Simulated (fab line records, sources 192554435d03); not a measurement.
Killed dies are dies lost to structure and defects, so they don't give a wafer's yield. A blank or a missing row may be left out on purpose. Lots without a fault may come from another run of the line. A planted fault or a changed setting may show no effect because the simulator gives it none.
Which tool did it? | flow n5_finfet | 24 lots, 72 wafers sampled, at 3 steps of a route of 1938

WHAT THE GAUGES READ, wafer by wafer
N5_BEOL_M8_INSPECT_58: inspects for defects (darkfield).
lot  | measured     | on                | raw_defect_count
L076 | day 10 02:00 | defect_inspect-01 | 87 94 113
L074 | day 10 02:13 | defect_inspect-01 | 88 79 100
L075 | day 10 07:53 | defect_inspect-02 | 55 98 84
L077 | day 10 17:10 | defect_inspect-02 | 60 40 55
L079 | day 11 03:08 | defect_inspect-02 | 49 51 42
L078 | day 11 03:44 | defect_inspect-02 | 45 65 51
L080 | day 11 06:26 | defect_inspect-01 | 81 83 91
L081 | day 12 00:11 | defect_inspect-02 | 114 76 74
L083 | day 12 08:33 | defect_inspect-01 | 117 69 53
L082 | day 12 12:07 | defect_inspect-01 | 84 119 80
L084 | day 12 13:22 | defect_inspect-01 | 73 60 39
L085 | day 12 19:10 | defect_inspect-02 | 100 82 78
L087 | day 12 23:37 | defect_inspect-01 | 106 120 112
L086 | day 12 23:04 | defect_inspect-02 | 64 53 43
L089 | day 13 09:04 | defect_inspect-01 | 82 55 66
L088 | day 13 18:09 | defect_inspect-02 | 70 37 57
L092 | day 14 00:48 | defect_inspect-02 | 118 147 83
L090 | day 14 01:16 | defect_inspect-01 | 55 50 38
L091 | day 14 01:22 | defect_inspect-02 | 46 45 88
L093 | day 14 03:17 | defect_inspect-02 | 57 57 27
L094 | day 14 19:58 | defect_inspect-02 | 42 55 72
L095 | day 14 23:46 | defect_inspect-02 | 56 54 49
L096 | day 15 04:39 | defect_inspect-02 | 68 67 114
L097 | day 15 12:29 | defect_inspect-01 | 64 66 90

WHICH TOOL RAN EACH LOT (tool, then ch and the chambers of the sampled wafers, then the start)
lot  | N5_BEOL_M8_PRE_CLEAN_45      | N5_BEOL_M8_ALD_77
L076 | pvd_sputter-01, day 10 00:14 | ald_metal-01 ch 0,1,3, day 10 00:19
L074 | pvd_sputter-01, day 10 00:26 | ald_metal-02 ch 0,1,3, day 10 00:30
L075 | pvd_sputter-03, day 10 06:02 | ald_metal-02 ch 2,3, day 10 06:07
L077 | pvd_sputter-03, day 10 12:55 | ald_metal-01 ch 0,2, day 10 12:59
L079 | pvd_sputter-03, day 11 01:19 | ald_metal-01 ch 1,2,3, day 11 01:23
L078 | pvd_sputter-03, day 11 01:24 | ald_metal-04 ch 1,2, day 11 01:28
L080 | pvd_sputter-01, day 11 04:56 | ald_metal-02 ch 0,3, day 11 04:59
L081 | pvd_sputter-03, day 11 22:33 | ald_metal-01 ch 2,3, day 11 22:40
L083 | pvd_sputter-03, day 12 06:58 | ald_metal-04 ch 0,1, day 12 07:02
L082 | pvd_sputter-01, day 12 10:29 | ald_metal-04 ch 1,2,3, day 12 10:32
L084 | pvd_sputter-02, day 12 11:07 | ald_metal-04 ch 1,2, day 12 11:10
L085 | pvd_sputter-01, day 12 16:02 | ald_metal-01 ch 1,2,3, day 12 16:06
L087 | pvd_sputter-02, day 12 19:35 | ald_metal-01 ch 1,2,3, day 12 19:40
L086 | pvd_sputter-03, day 12 19:40 | ald_metal-02 ch 0,1,3, day 12 19:43
L089 | pvd_sputter-02, day 13 07:05 | ald_metal-02 ch 2,3, day 13 07:08
L088 | pvd_sputter-03, day 13 16:04 | ald_metal-01 ch 0,1,3, day 13 16:08
L092 | pvd_sputter-02, day 13 21:58 | ald_metal-04 ch 0,1,2, day 13 22:03
L090 | pvd_sputter-03, day 13 22:40 | ald_metal-01 ch 0,1,3, day 13 22:44
L091 | pvd_sputter-02, day 13 22:41 | ald_metal-02 ch 0,3, day 13 22:44
L093 | pvd_sputter-01, day 14 01:31 | ald_metal-04 ch 0,1, day 14 01:35
L094 | pvd_sputter-01, day 14 18:13 | ald_metal-04 ch 1,2,3, day 14 18:16
L095 | pvd_sputter-02, day 14 22:07 | ald_metal-04 ch 0,1,3, day 14 22:11
L096 | pvd_sputter-02, day 15 02:59 | ald_metal-04 ch 0,2,3, day 15 03:02
L097 | pvd_sputter-02, day 15 10:56 | ald_metal-04 ch 0,1,3, day 15 10:59
- N5_BEOL_M8_PRE_CLEAN_45: time 30 s.
- N5_BEOL_M8_ALD_77: deposits TaN, target thk 2 nm, pulse time 2 s, purge time 3 s.

WHAT THE TOOLS THEMSELVES READ (means of the sampled wafers that have a number; where no wafer has one, the mark that the record gives instead)
N5_BEOL_M8_PRE_CLEAN_45.
lot  | tool           | heater_power_w (W)
L076 | pvd_sputter-01 | 295
L074 | pvd_sputter-01 | 352
L075 | pvd_sputter-03 | 344
L077 | pvd_sputter-03 | 353
L079 | pvd_sputter-03 | 339
L078 | pvd_sputter-03 | 345
L080 | pvd_sputter-01 | 366
L081 | pvd_sputter-03 | 362
L083 | pvd_sputter-03 | 348
L082 | pvd_sputter-01 | 342
L084 | pvd_sputter-02 | 339
L085 | pvd_sputter-01 | 364
L087 | pvd_sputter-02 | 342
L086 | pvd_sputter-03 | 351
L089 | pvd_sputter-02 | 325
L088 | pvd_sputter-03 | 341
L092 | pvd_sputter-02 | 344
L090 | pvd_sputter-03 | 362
L091 | pvd_sputter-02 | 313
L093 | pvd_sputter-01 | 354
L094 | pvd_sputter-01 | 332
L095 | pvd_sputter-02 | 320
L096 | pvd_sputter-02 | 323
L097 | pvd_sputter-02 | 341

N5_BEOL_M8_ALD_77.
lot  | tool         | heater_power_w (W)
L076 | ald_metal-01 | 437
L074 | ald_metal-02 | 367
L075 | ald_metal-02 | 380
L077 | ald_metal-01 | 432
L079 | ald_metal-01 | 424
L078 | ald_metal-04 | 407
L080 | ald_metal-02 | 368
L081 | ald_metal-01 | 436
L083 | ald_metal-04 | 415
L082 | ald_metal-04 | 394
L084 | ald_metal-04 | 418
L085 | ald_metal-01 | 420
L087 | ald_metal-01 | 419
L086 | ald_metal-02 | 364
L089 | ald_metal-02 | 413
L088 | ald_metal-01 | 430
L092 | ald_metal-04 | 411
L090 | ald_metal-01 | 435
L091 | ald_metal-02 | 371
L093 | ald_metal-04 | 406
L094 | ald_metal-04 | 399
L095 | ald_metal-04 | 406
L096 | ald_metal-04 | 408
L097 | ald_metal-04 | 392

THE ANSWER, worked out from the rows above alone
Rule: what is usual is taken from the lots themselves. Put in order of their means at a reading, lots are off if they are a third of the lots or fewer, leave a main group of 4 or more, and stand apart from it by a gap of 3 or more times the standard deviation of the main group's means; of several such gaps the widest counts. A main group whose means are all the same, to the digits that the tables above print for the reading, isn't used. A lot without any number at a reading at which 4 lots or more have one is off too. The other lots that the step has rows for count as sound. The gauges are gone through in route order, then the tools' own readings, and for those a lot's mean is taken as printed above. The first step at which some lot is off is used, and at that step the reading that is off furthest; a lot without a number counts as furthest.
No lot is off at any reading shown: from this, nothing can be told.

WHAT THE SIMULATOR HAD PUT IN
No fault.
